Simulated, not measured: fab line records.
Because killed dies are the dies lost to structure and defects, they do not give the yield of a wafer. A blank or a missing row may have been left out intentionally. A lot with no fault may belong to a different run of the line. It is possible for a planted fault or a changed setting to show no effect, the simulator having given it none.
Matching of chambers || flow nandHarc || rieDiel-01 running NHARC_A_STAIRCASE_DESCUM_270: 4 sister chambers
The step chemistry O2, time 3 s. 20 wafers are shown with their chamber, then 10 later ones without.

## WAFERS, EACH WITH ITS CHAMBER
{"wafer": "L074.1", "chamber": 1, "drypumpMotorCurrentA (A)": 6.5, "showerheadPlenumPTorr (Torr)": 1.87, "oesProductAu (a.u.)": 1.003}
{"wafer": "L074.2", "chamber": 2, "drypumpMotorCurrentA (A)": 6.0, "showerheadPlenumPTorr (Torr)": 1.85, "oesProductAu (a.u.)": 1.016}
{"wafer": "L074.3", "chamber": 3, "drypumpMotorCurrentA (A)": 6.5, "showerheadPlenumPTorr (Torr)": 1.92, "oesProductAu (a.u.)": 1.004}
{"wafer": "L079.2", "chamber": 0, "drypumpMotorCurrentA (A)": 5.7, "showerheadPlenumPTorr (Torr)": 1.91, "oesProductAu (a.u.)": 0.992}
{"wafer": "L079.4", "chamber": 2, "drypumpMotorCurrentA (A)": 6.0, "showerheadPlenumPTorr (Torr)": 1.85, "oesProductAu (a.u.)": 0.999}
{"wafer": "L079.5", "chamber": 3, "drypumpMotorCurrentA (A)": 6.5, "showerheadPlenumPTorr (Torr)": 1.92, "oesProductAu (a.u.)": 0.998}
{"wafer": "L080.1", "chamber": 2, "drypumpMotorCurrentA (A)": 6.0, "showerheadPlenumPTorr (Torr)": 1.85, "oesProductAu (a.u.)": 1.011}
{"wafer": "L080.2", "chamber": 3, "drypumpMotorCurrentA (A)": 6.4, "showerheadPlenumPTorr (Torr)": 1.92, "oesProductAu (a.u.)": 0.997}
{"wafer": "L080.3", "chamber": 0, "drypumpMotorCurrentA (A)": 5.7, "showerheadPlenumPTorr (Torr)": 1.91, "oesProductAu (a.u.)": 0.983}
{"wafer": "L082.3", "chamber": 2, "drypumpMotorCurrentA (A)": 6.0, "showerheadPlenumPTorr (Torr)": 1.85, "oesProductAu (a.u.)": 1.000}
{"wafer": "L082.4", "chamber": 0, "drypumpMotorCurrentA (A)": 5.7, "showerheadPlenumPTorr (Torr)": 1.91, "oesProductAu (a.u.)": 0.997}
{"wafer": "L082.5", "chamber": 1, "drypumpMotorCurrentA (A)": 6.5, "showerheadPlenumPTorr (Torr)": 1.86, "oesProductAu (a.u.)": 1.003}
{"wafer": "L087.3", "chamber": 3, "drypumpMotorCurrentA (A)": 6.5, "showerheadPlenumPTorr (Torr)": 1.91, "oesProductAu (a.u.)": 0.995}
{"wafer": "L087.5", "chamber": 0, "drypumpMotorCurrentA (A)": 5.7, "showerheadPlenumPTorr (Torr)": 1.90, "oesProductAu (a.u.)": 0.991}
{"wafer": "L087.6", "chamber": 1, "drypumpMotorCurrentA (A)": 6.5, "showerheadPlenumPTorr (Torr)": 1.85, "oesProductAu (a.u.)": 0.985}
{"wafer": "L088.3", "chamber": 2, "drypumpMotorCurrentA (A)": 5.9, "showerheadPlenumPTorr (Torr)": 1.84, "oesProductAu (a.u.)": 1.003}
{"wafer": "L088.4", "chamber": 1, "drypumpMotorCurrentA (A)": 6.5, "showerheadPlenumPTorr (Torr)": 1.85, "oesProductAu (a.u.)": 0.994}
{"wafer": "L088.5", "chamber": 0, "drypumpMotorCurrentA (A)": 5.7, "showerheadPlenumPTorr (Torr)": 1.90, "oesProductAu (a.u.)": 0.997}
{"wafer": "L090.3", "chamber": 3, "drypumpMotorCurrentA (A)": 6.5, "showerheadPlenumPTorr (Torr)": 1.91, "oesProductAu (a.u.)": 0.990}
{"wafer": "L090.4", "chamber": 0, "drypumpMotorCurrentA (A)": 5.6, "showerheadPlenumPTorr (Torr)": 1.90, "oesProductAu (a.u.)": 1.001}

SIGNATURES, as means of the wafers listed above
{"reading": "drypumpMotorCurrentA", "chamber 0": 5.683, "chamber 1": 6.500, "chamber 2": 5.980, "chamber 3": 6.480, "scatter within a chamber": 0.039}
{"reading": "showerheadPlenumPTorr", "chamber 0": 1.9050, "chamber 1": 1.8575, "chamber 2": 1.8480, "chamber 3": 1.9160, "scatter within a chamber": 0.00625}
{"reading": "oesProductAu", "chamber 0": 0.99350, "chamber 1": 0.99625, "chamber 2": 1.00580, "chamber 3": 0.99680, "scatter within a chamber": 0.00682}
Rule: for each reading, subtract the chamber's mean from the wafer's reading, divide by that reading's scatter and square the result; add these up over the readings and take the root, which gives the wafer's distance from the chamber. If the next closest chamber is less than 2 further off than the closest, the wafer can't be placed; otherwise it belongs to the closest. The scatter: take each reading less its chamber's mean, square it, sum over the shown wafers, divide by the number of wafers less the number of chambers, and take the root.

## WAFERS WHOSE CHAMBER IS MISSING
{"wafer": "L090.6", "drypumpMotorCurrentA (A)": 5.6, "showerheadPlenumPTorr (Torr)": 1.90, "oesProductAu (a.u.)": 1.000}
{"wafer": "L093.4", "drypumpMotorCurrentA (A)": 6.5, "showerheadPlenumPTorr (Torr)": 1.85, "oesProductAu (a.u.)": 1.008}
{"wafer": "L093.5", "drypumpMotorCurrentA (A)": 6.0, "showerheadPlenumPTorr (Torr)": 1.83, "oesProductAu (a.u.)": 0.998}
{"wafer": "L093.6", "drypumpMotorCurrentA (A)": 6.5, "showerheadPlenumPTorr (Torr)": 1.85, "oesProductAu (a.u.)": 1.000}
{"wafer": "L096.2", "drypumpMotorCurrentA (A)": 6.0, "showerheadPlenumPTorr (Torr)": 1.83, "oesProductAu (a.u.)": 1.001}
{"wafer": "L096.5", "drypumpMotorCurrentA (A)": 5.7, "showerheadPlenumPTorr (Torr)": 1.89, "oesProductAu (a.u.)": 0.986}
{"wafer": "L096.6", "drypumpMotorCurrentA (A)": 6.5, "showerheadPlenumPTorr (Torr)": 1.84, "oesProductAu (a.u.)": 1.014}
{"wafer": "L097.2", "drypumpMotorCurrentA (A)": 6.5, "showerheadPlenumPTorr (Torr)": 1.84, "oesProductAu (a.u.)": 1.014}
{"wafer": "L097.3", "drypumpMotorCurrentA (A)": 6.5, "showerheadPlenumPTorr (Torr)": 1.90, "oesProductAu (a.u.)": 0.992}
{"wafer": "L097.5", "drypumpMotorCurrentA (A)": 5.6, "showerheadPlenumPTorr (Torr)": 1.89, "oesProductAu (a.u.)": 0.994}

## THE CHAMBER EACH PASSED THROUGH
{"wafer": "L090.6", "from the rows above": 0, "in truth": 0}
{"wafer": "L093.4", "from the rows above": 1, "in truth": 1}
{"wafer": "L093.5", "from the rows above": 2, "in truth": 2}
{"wafer": "L093.6", "from the rows above": 1, "in truth": 1}
{"wafer": "L096.2", "from the rows above": 2, "in truth": 2}
{"wafer": "L096.5", "from the rows above": 0, "in truth": 0}
{"wafer": "L096.6", "from the rows above": 1, "in truth": 1}
{"wafer": "L097.2", "from the rows above": 1, "in truth": 1}
{"wafer": "L097.3", "from the rows above": 3, "in truth": 3}
{"wafer": "L097.5", "from the rows above": 0, "in truth": 0}
Correctly placed: 10 of 10. Can't be placed from these rows: 0. Number placed wrongly: 0.
